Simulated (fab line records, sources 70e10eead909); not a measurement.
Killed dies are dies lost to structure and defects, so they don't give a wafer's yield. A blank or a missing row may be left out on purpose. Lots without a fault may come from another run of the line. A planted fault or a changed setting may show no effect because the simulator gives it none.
Tool commonality check | flow nand_harc | 14 lots, 42 wafers sampled

WHY IT WAS OPENED
At NHARC_P_M1_CD_MEAS_09 the reading cd_nm is flagged on 2 of 14 lots. Wafers without a fault read 129.9 nm, standard deviation 0.86.
Rule: a lot is flagged when every wafer of it that has a number lies more than 4 standard deviations from that mean, or none has a number. The other lots count as sound.

lot  | measured     | on        | cd_nm (nm), wafer by wafer | flag
L468 | day 6 08:57  | cd_sem-02 | 130.2 130.2 130.1          |
L469 | day 6 12:43  | cd_sem-01 | 130.7 131.6 130.0          |
L470 | day 6 22:37  | cd_sem-03 | 130.4 129.1 128.8          |
L472 | day 7 23:37  | cd_sem-03 | 130.9 129.5 130.0          |
L475 | day 9 07:52  | cd_sem-02 | 130.7 130.1 129.9          |
L476 | day 9 14:46  | cd_sem-01 | 129.5 129.2 129.9          |
L477 | day 10 00:49 | cd_sem-02 | 130.5 131.2 130.8          |
L478 | day 10 14:52 | cd_sem-01 | 144.2 145.2 145.0          | FLAGGED
L480 | day 11 03:55 | cd_sem-02 | 144.6 144.4 145.8          | FLAGGED
L485 | day 13 08:52 | cd_sem-03 | 130.0 129.1 129.8          |
L488 | day 14 14:39 | cd_sem-03 | 128.0 129.5 129.3          |
L489 | day 14 19:34 | cd_sem-02 | 129.9 128.7 129.1          |
L491 | day 15 14:51 | cd_sem-02 | 130.0 130.5 130.8          |
L490 | day 15 15:37 | cd_sem-02 | 129.7 128.7 129.8          |
The numbers of the flagged lots are 144.9 nm on average: +15.0 nm against the usual, or +17 standard deviations.

WHICH TOOL RAN EACH LOT
The record holds 3 process steps before the reading, out of a route of 1302 steps. In each cell: the tool, then ch and the chambers that the sampled wafers went through, then the start.
lot  | flag    | NHARC_P_M0_PVD_21                       | NHARC_P_M0_ANNEAL_30             | NHARC_P_M1_PEB_07
L468 |         | pvd_sputter-03, day 6 06:43 or earlier  | rtp_anneal-02 ch 0, day 6 06:43  | litho_track-01 ch 0, day 6 08:52
L469 |         | pvd_sputter-01, day 6 10:35 or earlier  | rtp_anneal-01 ch 0, day 6 10:35  | litho_track-01 ch 0, day 6 12:38
L470 |         | pvd_sputter-01, day 6 20:23 or earlier  | rtp_anneal-01 ch 0, day 6 20:23  | litho_track-06 ch 0, day 6 22:31
L472 |         | pvd_sputter-01, day 7 21:22 or earlier  | rtp_anneal-02 ch 0, day 7 21:22  | litho_track-06 ch 0, day 7 23:32
L475 |         | pvd_sputter-01, day 9 05:41 or earlier  | rtp_anneal-02 ch 0, day 9 05:41  | litho_track-06 ch 0, day 9 07:47
L476 |         | pvd_sputter-01, day 9 12:37 or earlier  | rtp_anneal-02 ch 0, day 9 12:37  | litho_track-06 ch 0, day 9 14:41
L477 |         | pvd_sputter-01, day 9 22:36 or earlier  | rtp_anneal-02 ch 0, day 9 22:36  | litho_track-04 ch 0, day 10 00:44
L478 | FLAGGED | pvd_sputter-02, day 10 12:40 or earlier | rtp_anneal-01 ch 0, day 10 12:40 | litho_track-06 ch 0, day 10 14:47
L480 | FLAGGED | pvd_sputter-03, day 11 01:44 or earlier | rtp_anneal-02 ch 0, day 11 01:44 | litho_track-06 ch 0, day 11 03:51
L485 |         | pvd_sputter-02, day 13 06:38 or earlier | rtp_anneal-01 ch 0, day 13 06:38 | litho_track-06 ch 0, day 13 08:47
L488 |         | pvd_sputter-02, day 14 12:29 or earlier | rtp_anneal-02 ch 0, day 14 12:29 | litho_track-06 ch 0, day 14 14:34
L489 |         | pvd_sputter-01, day 14 17:23 or earlier | rtp_anneal-01 ch 0, day 14 17:23 | litho_track-06 ch 0, day 14 19:29
L491 |         | pvd_sputter-01, day 15 12:46 or earlier | rtp_anneal-02 ch 0, day 15 12:46 | litho_track-01 ch 0, day 15 14:46
L490 |         | pvd_sputter-01, day 15 13:37 or earlier | rtp_anneal-02 ch 0, day 15 13:37 | litho_track-06 ch 0, day 15 15:32
What these steps do:
- NHARC_P_M0_PVD_21: deposits Cu, target thk 30 nm, time 20.49 s.
- NHARC_P_M0_ANNEAL_30: time 90 s.
- NHARC_P_M1_PEB_07: peb time 65 s.
- NHARC_P_M1_CD_MEAS_09: target cd 130 nm.

FLAGGED OVER TOTAL, TOOL BY TOOL (the gauges that took the reading come last)
step                  | tool           | lots run | flagged | share of the flagged lots | sound lots run after its first flagged lot
NHARC_P_M0_PVD_21     | pvd_sputter-01 | 9        | 0       | none                      | -
NHARC_P_M0_PVD_21     | pvd_sputter-02 | 3        | 1       | some                      | 2 (L485,L488)
NHARC_P_M0_PVD_21     | pvd_sputter-03 | 2        | 1       | some                      | 0
NHARC_P_M0_ANNEAL_30  | rtp_anneal-01  | 5        | 1       | some                      | 2 (L485,L489)
NHARC_P_M0_ANNEAL_30  | rtp_anneal-02  | 9        | 1       | some                      | 3 (L488,L491,L490)
NHARC_P_M1_PEB_07     | litho_track-01 | 3        | 0       | none                      | -
NHARC_P_M1_PEB_07     | litho_track-04 | 1        | 0       | none                      | -
NHARC_P_M1_PEB_07     | litho_track-06 | 10       | 2       | all                       | 4 (L485,L488,L489,L490)
NHARC_P_M1_CD_MEAS_09 | cd_sem-01      | 3        | 1       | some                      | 0
NHARC_P_M1_CD_MEAS_09 | cd_sem-02      | 7        | 1       | some                      | 3 (L489,L491,L490)
NHARC_P_M1_CD_MEAS_09 | cd_sem-03      | 4        | 0       | none                      | -
NHARC_P_M0_PVD_21 gives no start for some lots, so the hours and the order of its lots are those of NHARC_P_M0_ANNEAL_30.

WHAT THE TABLE ALLOWS
1 row of the table ran every flagged lot: litho_track-06 at NHARC_P_M1_PEB_07.
- litho_track-06 at NHARC_P_M1_PEB_07: 2 of its 10 lots flagged. Sound lots ran on it after the first flagged one (L485, L488, L489, L490), which a lasting fault on the whole tool wouldn't allow. Its own readings lie more than 4 standard deviations out on every wafer of the flagged lots: heater_power_total_W, plate_temp_C.
No row of the table ran every flagged lot and no sound lot after the first.

WHAT THE SIMULATOR HAD PUT IN
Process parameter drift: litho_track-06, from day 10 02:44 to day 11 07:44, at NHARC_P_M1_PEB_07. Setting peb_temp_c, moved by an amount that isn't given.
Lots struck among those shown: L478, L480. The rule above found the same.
